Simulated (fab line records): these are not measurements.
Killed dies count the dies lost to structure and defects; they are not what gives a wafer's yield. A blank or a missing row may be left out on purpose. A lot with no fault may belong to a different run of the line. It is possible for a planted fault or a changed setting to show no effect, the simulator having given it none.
Comparing a struck lot with a sound one || flow nand harc || 14 steps out of a route of 1159
Sound: the wafers L542.1, L542.3, L542.5. Struck: wafers L544.1, L544.3, L544.6. At the end, the cause is stated.
Each step with rows lists, per side, the tool, then ch with its chambers, then its first start. Under that, the readings that differ: sound wafers || struck wafers || difference of the means || sigmas: that difference in standard deviations of wafers without a fault.
alike: words and numbers the same on both sides, and readings whose means are apart by under 2 such deviations; not compared: readings that were withheld, readings missing a value for some wafer, numbers with overlapping values and no deviation given by the record, and bounds like >300 which may hide the same value.
The two part at a step that has a row with sigmas, a row that says differs or no value, or rows on one side only. When numbers do not overlap yet have no deviation, they are printed without sigmas and do not part them. A reading missing from all wafers of one side parts the sides only when that side holds two or more wafers.

NHARC_A_STAIRCASE_DESCUM_11: chemistry O2, time 3 s.
  sound on rie diel-11 ch 1,2,3, day 13 22:46; struck on rie diel-12 ch 0,2, day 14 07:27
  alike: drypump motor current A, mfc ar sccm, oes product au, rf vpp V, showerhead plenum p Torr, throttle valve pct
  not compared: rf hours counter h
NHARC_A_STAIRCASE_TRIM_12: chemistry O2, time 211.2 s.
  sound on rie diel-11 ch 0,2,3, day 13 22:50; struck on rie diel-12 ch 0,2, day 14 07:46
  alike: drypump motor current A, mfc ar sccm, oes product au, rf vpp V, run length s, showerhead plenum p Torr, throttle valve pct
  not compared: rf hours counter h
then, 2 steps without rows for these wafers: NHARC_A_STAIRCASE_ETCH_13 (etches the open film in C4F8/O2, target depth 100 nm, time 40.5 s); NHARC_A_STAIRCASE_TRIM_14 (chemistry O2, time 211.2 s).
NHARC_A_STAIRCASE_ETCH_15: etches the open film in C4F8/O2, target depth 100 nm, time 40.5 s.
  sound on rie diel-11 ch 0,2,3; struck on rie diel-12 ch 2,3
  alike: oes product au, rf vpp V
  not compared: rf hours counter h
NHARC_A_STAIRCASE_TRIM_16: chemistry O2, time 211.2 s.
  sound on rie diel-11 ch 0,1; struck on rie diel-12 ch 1,3
  alike: drypump motor current A, mfc ar sccm, oes product au, rf vpp V, run length s, showerhead plenum p Torr, throttle valve pct
  not compared: rf hours counter h
then, 4 steps without rows for these wafers: NHARC_A_STAIRCASE_ETCH_17 (etches the open film in C4F8/O2, target depth 100 nm, time 40.5 s); NHARC_A_STAIRCASE_TRIM_18 (chemistry O2, time 211.2 s); NHARC_A_STAIRCASE_ETCH_19 (etches the open film in C4F8/O2, target depth 100 nm, time 40.5 s); NHARC_A_STAIRCASE_TRIM_20 (chemistry O2, time 211.2 s).
NHARC_A_STAIRCASE_ETCH_21: etches the open film in C4F8/O2, target depth 100 nm, time 40.5 s.
  sound on rie diel-11 ch 2,3; struck on rie diel-12 ch 0,2,3
  alike: oes product au, rf vpp V
  not compared: rf hours counter h
NHARC_A_STAIRCASE_TRIM_22: chemistry O2, time 211.2 s.
  sound on rie diel-11 ch 0,2, day 14 01:06; struck on rie diel-12 ch 1,2,3, day 14 10:15
{"reading": "run length s (s)", "sound": "232.0 233.6 232.8", "struck": "273.1 272.8 273.8", "difference": "+40.4", "sigmas": "+88"}
  alike: drypump motor current A, mfc ar sccm, oes product au, rf vpp V, showerhead plenum p Torr, throttle valve pct
  not compared: rf hours counter h
then, 1 step without rows for these wafers: NHARC_A_STAIRCASE_ETCH_23 (etches the open film in C4F8/O2, target depth 100 nm, time 40.5 s).
-- the record jumps here: 8 days lie between the struck wafers' starts before and after (it left off in module A_STAIRCASE and takes up again in module END, whose first step shown is number 1159 of the route) --
NHARC_END_SORT_01:
  the record has rows for the struck wafers here (prober-02 ch 0, day 22 17:39) and none for the sound ones

== WHERE THEY PART ==
Last at NHARC_END_SORT_01 as far as this record goes, first at NHARC_A_STAIRCASE_TRIM_22.

WHY: the cause the simulator had injected
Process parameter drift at NHARC_A_STAIRCASE_TRIM_22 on rie diel-12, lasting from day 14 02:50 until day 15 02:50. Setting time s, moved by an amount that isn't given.
